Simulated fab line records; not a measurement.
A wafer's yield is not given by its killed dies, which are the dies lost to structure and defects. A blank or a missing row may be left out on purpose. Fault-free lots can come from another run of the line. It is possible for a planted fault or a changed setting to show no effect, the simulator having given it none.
Split-lot trial + flow n5Finfet + 21 wafers read from 7 lots, route of 1938 steps

== SPLIT DETAILS ==
At N5_STI_FIN_REVEAL_ETCHBACK_08 (etches SiO2 in C4F6/O2, target depth 30.5 nm, time 10.167 s), the setting timeS was moved away from the recipe's 10.167 s on 3 of the 21 wafers read, by -9.2% to +15.2%. For the rest of the wafers, this setting stayed at what the recipe calls for.

== FROM THE SPLIT TO THE READING: what the file shows between them, 4 steps ==
- N5_STI_FIN_REVEAL_PRECLEAN_17: cleans in NF3:NH3, afs cycles 1, time 20 s, sublimation time 60 s (also split here: timeS)
- N5_STI_FIN_REVEAL_ETCH_34: etches Si in H2, material Si, target depth 0.97 nm
- N5_STI_FIN_REVEAL_OXIDATION_31: chemistry O2 PLASMA REMOTE, time 20 s
- N5_STI_FIN_REVEAL_SRD_23: time 30 s

== THE READING ==
trenchDepthNm, in nm, at N5_STI_FIN_REVEAL_FIN_H_MEAS_10. Typical for fault-free wafers on this fab line: 52.0 nm, with standard deviation 0.58 nm.

| wafer  | tool, chamber at the split | timeS as run, s | against the recipe | trenchDepthNm, nm | against lot-mates on the recipe |
|--------|----------------------------|-----------------|--------------------|-------------------|---------------------------------|
| L075.2 | rieDiel-03, 0,3,2          | 10.167          | recipe             | 52.9              | -                               |
| L075.5 | rieDiel-03, 0,3,2          | 10.167          | recipe             | 52.5              | -                               |
| L075.6 | rieDiel-03, 0,3,2          | 10.167          | recipe             | 52.6              | -                               |
| L076.4 | rieDiel-06, 0,1,0          | 10.167          | recipe             | 52.3              | -                               |
| L076.5 | rieDiel-06, 0,1,0          | 10.167          | recipe             | 52.7              | -                               |
| L076.6 | rieDiel-06, 0,1,0          | 10.167          | recipe             | 52.9              | -                               |
| L081.2 | rieDiel-03, 3,0,2          | 10.167          | recipe             | 52.1              | -                               |
| L081.3 | rieDiel-03, 3,0,2          | 10.167          | recipe             | 51.6              | -                               |
| L081.4 | rieDiel-03, 3,0,2          | 10.167          | recipe             | 51.1              | -                               |
| L082.1 | rieDiel-02, 2              | 10.167          | recipe             | 51.4              | -                               |
| L082.3 | rieDiel-02, 0,1            | 11.71           | +15.2%             | 54.9              | +3.5                            |
| L082.5 | rieDiel-02, 0,1            | 11.71           | +15.2%             | 55.8              | +4.4                            |
| L083.4 | rieDiel-03, 1,1,0          | 10.167          | recipe             | 52.0              | -                               |
| L083.5 | rieDiel-03, 1,1,0          | 10.167          | recipe             | 52.4              | -                               |
| L083.6 | rieDiel-03, 1,1,0          | 10.167          | recipe             | 52.3              | -                               |
| L096.2 | rieDiel-02, 0,1            | 10.167          | recipe             | 51.1              | -                               |
| L096.3 | rieDiel-02, 3              | 9.229           | -9.2%              | 48.8              | -2.4                            |
| L096.4 | rieDiel-02, 0,1            | 10.167          | recipe             | 51.3              | -                               |
| L097.2 | rieDiel-02, 1,3,2          | 10.167          | recipe             | 52.1              | -                               |
| L097.3 | rieDiel-02, 1,3,2          | 10.167          | recipe             | 51.5              | -                               |
| L097.5 | rieDiel-02, 1,3,2          | 10.167          | recipe             | 52.6              | -                               |
If several chambers appear in one row, that row covers several wafers at once and the file leaves open which wafer was in which chamber.

THE FIT
A straight line over all 21 wafers: trenchDepthNm changes by +0.241 nm for each +1% of timeS; r = +0.89; the points scatter about the line by 0.64 nm.
The same after taking each lot's own level away (the mean of its wafers on the recipe; 21 wafers): +0.26 nm for each +1%; r = +0.97; scatter 0.32 nm.
On that fit, the largest move of timeS shifts the reading by 3.9 nm.
The span of the lots' own levels, 51.20 to 52.67 nm, comes to 2.5 times the standard deviation stated above.
The two slopes agree, so the slope changes little with the lot-to-lot level.
Check: with one of the wafers moved furthest among these (+15.2%) left out of the fit, the line predicts +4.29 nm for it against its lot-mates. Against them it came out at +3.5 nm.

== OTHER SPLITS APPLIED TO THESE WAFERS ==
Other splits were also applied to these wafers ahead of the reading. Each is held against what the fit with the lots' levels taken away leaves over:
| other split on the same wafers       | wafers away from the commonest value | r with trenchDepthNm (lot level and that fit taken away) |
|--------------------------------------|--------------------------------------|----------------------------------------------------------|
| N5_ZERO_LAYER_PECVD_02 timeS         | 7                                    | -0.14                                                    |
| N5_ZERO_LAYER_COAT_05 spinRpm        | 8                                    | +0.17                                                    |
| N5_ZERO_LAYER_DESCUM_16 timeS        | 6                                    | -0.20                                                    |
| N5_FIN_SAQP_DESCUM_21 timeS          | 5                                    | +0.15                                                    |
| N5_FIN_SAQP_SPACER1_ALD_24 aldCycles | 8                                    | +0.08                                                    |
| N5_FIN_CUT_CUT_ETCH_15 biasW         | as run: not given for these wafers   | -                                                        |
| N5_STI_FIN_REVEAL_PRECLEAN_17 timeS  | 3                                    | +0.45                                                    |

== FILE'S OWN FIT ==
trenchDepthNm changes by +0.263 nm for each +1% of timeS, r = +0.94.
